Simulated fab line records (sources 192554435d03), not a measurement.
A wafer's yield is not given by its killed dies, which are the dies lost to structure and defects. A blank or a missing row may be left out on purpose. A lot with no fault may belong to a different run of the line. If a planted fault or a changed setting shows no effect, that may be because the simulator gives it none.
Problem report in the 8D (eight disciplines) form, filled by code | flow n5_finfet | the parts of the form that need people (team, actions taken, sign-off) are left out

== 1. WHAT WENT WRONG ==
VT_N_LONG at N5_BEOL_M4_RC_MEAS_101 reads a mean of 478.4 mV on 6 wafers of 2 lots; wafers without a fault read 274.6 mV with a standard deviation of 2.2. Relative to the usual mean, that is a shift of +93 standard deviations.
First observed at day 11 00:27: wafer L915.1, on prober-01. Wafers with a number at this step in the record: 30, from 10 lots. The rule behind "out" and "out of limits": a value lying over 4 standard deviations away from the usual mean. All remaining wafers that have a number are taken as sound.

== 2. WHAT IT IS; WHAT IT IS NOT ==
question                    | is                                                                            | is not
which readings at this step | VT_N_LONG, IOFF_N, IOFF_N_85C, IOFF_N_LIN, IOFF_N_LONG, ION_N, VT_N, VT_N_LVT | DIBL_N, DIBL_P, IOFF_P, ION_P, SS_N, VT_P
which lots                  | L915, L917                                                                    | L905, L907, L908, L909, L911, L912, L913, L923
which wafers of those lots  | all that have a number                                                        | -
read on which gauges        | prober-01, prober-02                                                          | -
when                        | from day 11 00:27                                                             | up to then (21 sound wafers); but 3 sound wafers of L923 came after

== 3. THE SUSPECTS, EACH WITH WHAT RULES IT OUT ==
Counting: a tool at a process step up to the reading stays a suspect if it ran every lot that is out and no sound lot after the first of them.
- the gauge at N5_BEOL_M4_RC_MEAS_101 has been ruled out. Those wafers that are out were read across 2 gauges (prober-01, prober-02).
- pvd_sputter-02 at N5_BEOL_M1_SPUTTER_81 (material Cu, target thk 4.5 nm, time 8.29 s): kept. Every lot that is out went through it, starting with L915 (day 9 00:43), and after that it ran no sound lot; the last sound lot it ran before then is L913 (day 8 12:06).
After counting, what remains is pvd_sputter-02 at N5_BEOL_M1_SPUTTER_81.

== 4. THE CAUSE (what the simulator had put in) ==
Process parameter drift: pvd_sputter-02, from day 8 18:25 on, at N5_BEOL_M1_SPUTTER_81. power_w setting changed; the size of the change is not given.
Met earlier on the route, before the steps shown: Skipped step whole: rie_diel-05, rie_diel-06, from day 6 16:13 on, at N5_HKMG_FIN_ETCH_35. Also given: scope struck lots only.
Only this tool survived the counting.

== 5. THE EFFECT CHAIN, in route order ==
Rows list readings where the struck wafers' mean (over those with a number) sits beyond 3 standard deviations from the usual. Only readings whose record carries a usual standard deviation are examined. hours: median over the lots of the time between each lot's start at the first step of this table that gives one and its start at this step. sigmas: the change, counted in usual standard deviations.
hours | step                    | reading          | usual         | on struck wafers | change   | sigmas
0     | N5_BEOL_M4_RC_MEAS_101  | IOFF_N           | 0.153 nA/um   | 0.000            | -0.153   | -5.9
0     | N5_BEOL_M4_RC_MEAS_101  | IOFF_N_85C       | 3.0 nA/um     | 0.0              | -3.0     | -6.8
0     | N5_BEOL_M4_RC_MEAS_101  | IOFF_N_LIN       | 0.072 nA/um   | 0.000            | -0.072   | -6.5
0     | N5_BEOL_M4_RC_MEAS_101  | IOFF_N_LONG      | 5.5e-05 nA/um | 3.3e-05          | -2.2e-05 | -7.4
0     | N5_BEOL_M4_RC_MEAS_101  | ION_N            | 673 uA/um     | 238              | -434     | -40
0     | N5_BEOL_M4_RC_MEAS_101  | VT_N             | 250 mV        | 458              | +208     | +65
0     | N5_BEOL_M4_RC_MEAS_101  | VT_N_LONG        | 274.6 mV      | 478.4            | +203.8   | +93
0     | N5_BEOL_M4_RC_MEAS_101  | VT_N_LVT         | 99 mV         | 305              | +206     | +62
114   | N5_PASSIVATION_PROBE_49 | sort_bin_8_speed | 0.00 %        | 90.48            | +90.48   | +99 or more
114   | N5_PASSIVATION_PROBE_49 | sort_n_pass      | 1077          | 0                | -1077    | -63
114   | N5_PASSIVATION_PROBE_49 | sort_yield_pct   | 91.3 %        | 0.0              | -91.3    | -61
Its process steps:
- N5_PASSIVATION_PROBE_49

== 6. WHAT WOULD HAVE CAUGHT IT SOONER ==
54 hours passed between the start of the fault at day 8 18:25 and the first reading out of limits at a measuring or inspecting step in this record, taken at day 11 00:27.
An alarm limit of 4 standard deviations would not have fired on the tool readings at N5_BEOL_M1_SPUTTER_81 for which the record gives a usual standard deviation, since none of them was out on any struck wafer.
All the lots that are out (2) had begun N5_BEOL_M1_SPUTTER_81 on pvd_sputter-02 by day 11 00:27. Tool hold at that time: it would have spared none of them.
